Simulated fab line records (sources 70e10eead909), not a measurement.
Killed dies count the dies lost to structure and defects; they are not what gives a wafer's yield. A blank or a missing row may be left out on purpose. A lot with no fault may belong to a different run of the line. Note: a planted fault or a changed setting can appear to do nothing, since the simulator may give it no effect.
The tool behind it: which one?	flow nand-harc	12 lots, 36 wafers sampled, at 6 steps of a route of 1302

WHAT EACH GAUGE READ, for each wafer
NHARC_P_GATE_CD_MEAS_59: target cd 720 nm.
lot	measured	on	cd-nm (nm)
L620	day 6 06:49	cd-sem-02	717.7 718.3 719.7
L621	day 6 18:24	cd-sem-03	717.0 718.8 717.1
L624	day 8 02:11	cd-sem-01	720.4 720.8 720.1
L625	day 8 17:11	cd-sem-02	- - -
L629	day 10 06:32	cd-sem-01	720.0 719.8 720.3
L630	day 10 10:09	cd-sem-03	719.6 718.8 719.5
L636	day 13 07:26	cd-sem-03	721.5 719.7 720.2
L637	day 13 11:59	cd-sem-02	720.2 719.7 718.7
L638	day 13 21:59	cd-sem-03	720.4 719.3 719.3
L639	day 14 04:14	cd-sem-01	718.6 719.5 719.0
L641	day 15 02:18	cd-sem-02	719.8 722.4 719.9
L640	day 16 03:56	cd-sem-03	721.3 721.5 722.5

NHARC_END_SORT_01.
lot	measured	on	killed-at-array	killed-at-other	killed-at-periphery	killed-dies	killed-open	killed-short
L625	day 27 20:07	prober-02	61 67 53	2 1 1	614 609 623	677 677 677	8 4 2	3 3 2

WHAT TOOL EACH LOT RAN ON (gives the tool, then ch and the chambers of the sampled wafers, and finally the start)
lot	NHARC_P_GATE_DEP_103	NHARC_P_GATE_ALD_36	NHARC_P_GATE_EXPOSE_56	NHARC_P_GATE_STRIP_112
L620	pecvd-03 ch 0,2, day 5 16:33	ald-sin-01 ch 0,3, day 5 19:44	krf-scanner-03 ch 0, day 6 06:40	plasma-asher-02 ch 0,1, day 6 07:23
L621	pecvd-03 ch 1,2, day 6 04:07	ald-sin-03 ch 0,2,3, day 6 08:18	krf-scanner-02 ch 0, day 6 18:14	plasma-asher-02 ch 0,1, day 6 18:55
L624	pecvd-03 ch 0,1,2, day 7 12:04	ald-sin-03 ch 1,2,3, day 7 15:15	krf-scanner-02 ch 0, day 8 02:01	plasma-asher-02 ch 0,1, day 8 02:44
L625	pecvd-03 ch 1,2, day 8 02:58	ald-sin-01 ch 0,2, day 8 05:05	krf-scanner-02 ch 0, day 8 17:02	plasma-asher-01 ch 0,1, day 8 17:46
L629	pecvd-04 ch 0,2, day 9 16:00	ald-sin-04 ch 0,1,3, day 9 18:10	krf-scanner-02 ch 0, day 10 06:23	plasma-asher-01 ch 0,1, day 10 07:07
L630	pecvd-02 ch 0,1,2, day 9 19:55	ald-sin-03 ch 0,1,2, day 9 23:03	krf-scanner-02 ch 0, day 10 09:59	plasma-asher-01 ch 0,1, day 10 10:40
L636	pecvd-02 ch 1,2, day 12 17:10	ald-sin-04 ch 0,1,3, day 12 21:19	krf-scanner-03 ch 0, day 13 07:17	plasma-asher-01 ch 0,1, day 13 07:58
L637	pecvd-04 ch 0,1,2, day 12 21:47	ald-sin-01 ch 0,1, day 12 23:55	krf-scanner-03 ch 0, day 13 11:50	plasma-asher-01 ch 0,1, day 13 12:31
L638	pecvd-02 ch 0,1,2, day 13 05:35	ald-sin-03 ch 0,2,3, day 13 07:43	krf-scanner-03 ch 0, day 13 21:50	plasma-asher-01 ch 0,1, day 13 22:37
L639	pecvd-04 ch 0,2, day 13 13:59	ald-sin-04 ch 2,3, day 13 15:57	krf-scanner-02 ch 0, day 14 04:05	plasma-asher-02 ch 0,1, day 14 04:47
L641	pecvd-03 ch 1,2, day 14 11:35	ald-sin-01 ch 0,3, day 14 13:44	krf-scanner-03 ch 0, day 15 02:09	plasma-asher-01 ch 0,1, day 15 02:55
L640	pecvd-03 ch 0,1, day 15 11:44	ald-sin-01 ch 2,3, day 15 13:50	krf-scanner-02 ch 0, day 16 03:47	plasma-asher-01 ch 0,1, day 16 04:29
- NHARC_P_GATE_DEP_103: deposits SiON, target thk 30 nm.
- NHARC_P_GATE_ALD_36: deposits SiNx, target thk 20 nm, pulse time 60 s, ald cycles 223.
- NHARC_P_GATE_EXPOSE_56: exposes mask P PSD, target cd 720 nm.
- NHARC_P_GATE_STRIP_112: strips in N2/H2, time 200 s.

AS READ BY THE TOOLS THEMSELVES (means over the sampled wafers that have a number; for cases with no such wafer, the mark the record gives instead)
NHARC_P_GATE_DEP_103.
lot	tool	heater-power-w (W)
L620	pecvd-03	882
L621	pecvd-03	795
L624	pecvd-03	738
L625	pecvd-03	878
L629	pecvd-04	740
L630	pecvd-02	787
L636	pecvd-02	810
L637	pecvd-04	758
L638	pecvd-02	764
L639	pecvd-04	800
L641	pecvd-03	911
L640	pecvd-03	704

NHARC_P_GATE_ALD_36.
lot	tool	heater-power-w (W)	precursor-pulse-height-rel
L620	ald-sin-01	887	0.998
L621	ald-sin-03	785	1.000
L624	ald-sin-03	863	1.010
L625	ald-sin-01	865	0.999
L629	ald-sin-04	772	0.989
L630	ald-sin-03	846	0.994
L636	ald-sin-04	756	1.004
L637	ald-sin-01	787	1.006
L638	ald-sin-03	755	0.980
L639	ald-sin-04	835	0.991
L641	ald-sin-01	911	0.994
L640	ald-sin-01	829	0.983

NHARC_P_GATE_EXPOSE_56.
lot	tool	exposure-dose-mJ-cm2	stage-vel-mm-s (mm/s)
L620	krf-scanner-03	14.812	500.17
L621	krf-scanner-02	14.798	499.97
L624	krf-scanner-02	14.808	499.86
L625	krf-scanner-02	14.799	500.10
L629	krf-scanner-02	14.808	500.01
L630	krf-scanner-02	14.819	500.12
L636	krf-scanner-03	14.816	500.08
L637	krf-scanner-03	14.846	499.80
L638	krf-scanner-03	14.829	499.95
L639	krf-scanner-02	14.809	500.27
L641	krf-scanner-03	14.820	500.15
L640	krf-scanner-02	14.813	500.12

NHARC_P_GATE_STRIP_112.
lot	tool	drypump-motor-current-A (A)	heater-power-w (W)
L620	plasma-asher-02	5.7	100
L621	plasma-asher-02	5.7	100
L624	plasma-asher-02	6.2	101
L625	plasma-asher-01	5.7	75
L629	plasma-asher-01	5.7	74
L630	plasma-asher-01	5.7	75
L636	plasma-asher-01	5.7	79
L637	plasma-asher-01	5.7	75
L638	plasma-asher-01	5.7	73
L639	plasma-asher-02	6.2	96
L641	plasma-asher-01	5.7	75
L640	plasma-asher-01	5.7	78

THE ANSWER, worked out from the rows above alone
Rule: the lots themselves supply what counts as usual. Put in order of their means at a reading, lots are off if they are a third of the lots or fewer, leave a main group of 4 or more, and stand apart from it by a gap of 3 or more times the standard deviation of the main group's means; of several such gaps the widest counts. Not used: any main group whose means are identical at the precision the tables above print for the reading. A lot without any number at a reading at which 4 lots or more have one is off too. The other lots that the step has rows for count as sound. First the gauges in route order, then the tools' own readings, where a lot's mean is used as printed above. At the first step where some lot is off, the reading lying furthest off is the one used; lots without a number count as furthest.
Off: L625 (NHARC_P_GATE_CD_MEAS_59, cd-nm). Without a number there: L625. The main group: mean 719.7 nm, standard deviation 1.1.
A tool fits if, at a process step before that reading, it ran every lot that is off, and no sound lot after the first of them. Those tools and the gauges at NHARC_P_GATE_CD_MEAS_59 are tried in the same way. No candidate that was tried fits.

WHAT THE SIMULATOR PUT IN
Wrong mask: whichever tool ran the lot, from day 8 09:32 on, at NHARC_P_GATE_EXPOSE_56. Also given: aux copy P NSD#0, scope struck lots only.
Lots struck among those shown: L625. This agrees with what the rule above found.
